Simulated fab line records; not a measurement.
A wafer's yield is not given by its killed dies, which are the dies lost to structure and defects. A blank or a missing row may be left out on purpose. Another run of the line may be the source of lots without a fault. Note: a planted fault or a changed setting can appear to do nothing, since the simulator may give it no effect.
Which tool is to blame?    flow n5Finfet    24 lots, 72 wafers sampled, at 2 steps of a route of 1938

## WHAT THE GAUGES SHOWED, per wafer
N5_BEOL_M4_THK_MEAS_01. Usual: M4_ILD_THK 78.7 nm, standard deviation 1.3.
lot   measured      on            M4_ILD_THK (nm)  flag
L076  day 7 17:17   filmMetro-01  77.3 79.0 78.2   
L074  day 7 19:07   filmMetro-02  77.9 77.3 79.9   
L075  day 7 22:26   filmMetro-02  78.8 77.7 79.7   
L077  day 8 07:02   filmMetro-01  76.8 78.2 78.0   
L078  day 8 14:57   filmMetro-01  76.4 76.3 78.3   
L079  day 9 01:58   filmMetro-02  76.2 76.3 78.7   
L081  day 9 02:07   filmMetro-02  77.5 77.8 78.0   
L080  day 9 03:52   filmMetro-01  78.6 77.9 78.3   
L082  day 10 01:24  filmMetro-01  78.7 77.7 79.7   
L084  day 10 05:19  filmMetro-02  75.8 76.5 77.4   
L083  day 10 05:43  filmMetro-02  77.6 80.4 78.3   
L085  day 10 08:29  filmMetro-02  78.9 80.6 78.7   
L086  day 10 11:38  filmMetro-02  78.6 80.9 79.3   
L087  day 10 19:40  filmMetro-02  77.2 77.6 79.3   
L088  day 10 23:34  filmMetro-02  77.0 77.8 78.7   
L089  day 11 05:18  filmMetro-02  81.1 80.6 81.5   
L090  day 11 05:34  filmMetro-01  80.2 77.6 79.4   
L091  day 11 10:39  filmMetro-02  77.3 79.6 79.0   
L093  day 12 09:02  filmMetro-02  78.3 80.8 78.2   
L092  day 12 11:34  filmMetro-02  79.5 80.9 78.5   
L095  day 12 17:53  filmMetro-01  78.2 79.7 78.9   
L094  day 12 21:46  filmMetro-01  78.6 81.3 80.1   
L096  day 12 23:43  filmMetro-02  78.7 77.9 79.5   
L097  day 13 00:01  filmMetro-01  78.6 80.0 78.8   

N5_BEOL_M4_OVL_MEAS_12. Usual: M4_OVL -0.3 nm, standard deviation 0.64.
lot   measured      on          M4_OVL (nm)     flag
L076  day 7 18:31   overlay-01  0.6 -0.6 -1.0   
L074  day 7 19:55   overlay-01  -0.7 -0.2 -1.0  
L075  day 8 01:06   overlay-02  -1.1 -0.7 -1.6  
L077  day 8 09:56   overlay-02  -1.4 -0.3 -0.2  
L078  day 8 15:58   overlay-02  -0.9 -0.2 -0.2  
L079  day 9 03:33   overlay-01  -0.3 0.4 -0.8   
L081  day 9 03:44   overlay-01  -1.3 -0.5 -1.0  
L080  day 9 05:10   overlay-02  -1.8 -1.2 -0.3  
L082  day 10 02:04  overlay-01  -0.4 -0.3 -0.5  
L084  day 10 07:51  overlay-02  -0.3 -1.1 -1.4  
L083  day 10 08:01  overlay-02  -0.7 0.4 0.5    
L085  day 10 09:01  overlay-01  -0.6 -1.1 -0.1  
L086  day 10 12:21  overlay-01  0.5 0.5 -1.5    
L087  day 10 20:37  overlay-01  -0.3 -0.7 -0.7  
L088  day 11 01:55  overlay-02  -0.2 -1.2 0.1   
L089  day 11 06:08  overlay-01  -0.2 1.3 0.5    
L090  day 11 07:01  overlay-02  -1.0 -0.4 -1.3  
L091  day 11 11:12  overlay-01  -0.1 -0.8 -0.5  
L093  day 12 10:26  overlay-01  0.0 0.5 1.2     
L092  day 12 12:18  overlay-02  -0.1 1.3 -0.2   
L095  day 12 19:01  overlay-01  0.1 0.2 0.0     
L094  day 12 23:05  overlay-02  -0.8 -0.9 -0.5  
L096  day 13 00:49  overlay-01  -0.5 -0.4 0.1   
L097  day 13 01:11  overlay-01  -0.2 0.2 0.9    

## EACH LOT AND THE TOOL THAT RAN IT (in order: tool; ch and the chambers of the sampled wafers; start)
The record holds no process step before these readings.

## WHAT THE TOOLS THEMSELVES READ (means of the sampled wafers that have a number; where no wafer has one, the mark that the record gives instead)
The record holds no such reading with a usual standard deviation.

## THE ANSWER, worked out from the rows above alone
Rule: a lot counts as off when the mean over its wafers that have a number is more than 3 standard deviations away from the usual mean. A lot without any number at a reading at which 4 lots or more have one is off too. All remaining lots with rows at the step are treated as sound. After the gauges, taken in route order, come the tools' own readings; for these a lot's mean is taken, as printed above. The first step at which some lot is off is used, and at that step the reading that is off furthest; a lot without a number counts as furthest.
No lot is off at any reading shown: from this, nothing can be told.

## WHAT THE SIMULATOR HAD INSERTED
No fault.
